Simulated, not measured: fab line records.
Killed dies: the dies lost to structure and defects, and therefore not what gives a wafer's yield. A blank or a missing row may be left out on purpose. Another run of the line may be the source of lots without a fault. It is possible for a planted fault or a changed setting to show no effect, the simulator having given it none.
Chamber matching + flow nandHarc + NHARC_P_GATE_ETCH_104 on rieDiel-10 has 4 sister chambers
The step etches the open film in CF4/CHF3, target depth 60 nm. 18 wafers are shown with their chamber, then 9 later ones without.

## WAFERS PAIRED WITH THEIR CHAMBERS
| wafer  | chamber | showerheadPlenumPTorr (Torr) | drypumpMotorCurrentA (A) | rfVppV (V) |
|--------|---------|------------------------------|--------------------------|------------|
| L074.3 | 1       | 1.65                         | 5.4                      | 374.6      |
| L074.4 | 2       | 1.49                         | 5.8                      | 369.4      |
| L074.6 | 1       | 1.65                         | 5.4                      | 373.0      |
| L075.1 | 0       | 1.61                         | 5.4                      | 371.5      |
| L075.4 | 1       | 1.65                         | 5.3                      | 372.3      |
| L075.6 | 3       | 1.62                         | 5.4                      | 371.1      |
| L076.2 | 1       | 1.65                         | 5.3                      | 373.7      |
| L076.3 | 0       | 1.61                         | 5.4                      | 370.8      |
| L076.6 | 0       | 1.61                         | 5.4                      | 372.1      |
| L077.1 | 1       | 1.65                         | 5.4                      | 373.0      |
| L077.4 | 0       | 1.61                         | 5.3                      | 371.6      |
| L077.6 | 2       | 1.49                         | 5.7                      | 367.2      |
| L081.1 | 2       | 1.49                         | 5.7                      | 368.4      |
| L081.2 | 1       | 1.65                         | 5.4                      | 372.7      |
| L081.5 | 3       | 1.61                         | 5.4                      | 370.8      |
| L083.1 | 0       | 1.60                         | 5.3                      | 371.1      |
| L083.4 | 1       | 1.65                         | 5.4                      | 373.4      |
| L083.5 | 2       | 1.49                         | 5.7                      | 368.0      |

SIGNATURES (means of the wafers above)
| reading               | chamber 0 | chamber 1 | chamber 2 | chamber 3 | scatter within a chamber |
|-----------------------|-----------|-----------|-----------|-----------|--------------------------|
| showerheadPlenumPTorr | 1.6080    | 1.6500    | 1.4900    | 1.6150    | 0.00305                  |
| drypumpMotorCurrentA  | 5.360     | 5.371     | 5.725     | 5.400     | 0.0491                   |
| rfVppV                | 371.420   | 373.243   | 368.250   | 370.950   | 0.703                    |
Rule: for each reading, subtract the chamber's mean from the wafer's reading, divide by that reading's scatter and square the result; add these up over the readings and take the root, which gives the wafer's distance from the chamber. The wafer belongs to the nearest chamber; if the next one is less than 2 further off, it can't be placed. The scatter is the square root of a quotient: the sum, over the shown wafers, of each reading's squared deviation from its chamber's mean, divided by wafers minus chambers.

## WAFERS WITHOUT THEIR CHAMBER
| wafer  | showerheadPlenumPTorr (Torr) | drypumpMotorCurrentA (A) | rfVppV (V) |
|--------|------------------------------|--------------------------|------------|
| L087.1 | 1.49                         | 5.7                      | 366.0      |
| L087.3 | 1.65                         | 5.3                      | 370.8      |
| L087.5 | 1.61                         | 5.4                      | 372.3      |
| L092.2 | 1.61                         | 5.4                      | 371.1      |
| L092.3 | 1.64                         | 5.4                      | 373.9      |
| L092.6 | 1.64                         | 5.4                      | 373.0      |
| L096.1 | 1.60                         | 5.3                      | 371.5      |
| L096.3 | 1.48                         | 5.7                      | 367.7      |
| L096.4 | 1.64                         | 5.4                      | 372.4      |

## THE CHAMBER EACH PASSED THROUGH
| wafer  | from the rows above     | in truth |
|--------|-------------------------|----------|
| L087.1 | 2                       | 2        |
| L087.3 | 1                       | 1        |
| L087.5 | can't be placed: 0 or 3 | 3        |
| L092.2 | can't be placed: 0 or 3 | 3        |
| L092.3 | 1                       | 1        |
| L092.6 | 1                       | 1        |
| L096.1 | 0                       | 0        |
| L096.3 | 2                       | 2        |
| L096.4 | 1                       | 1        |
Correct placement for 7 of the 9. Unplaceable from these rows: 2, with the true chamber sitting among the candidates in 2. Wrongly placed: 0.
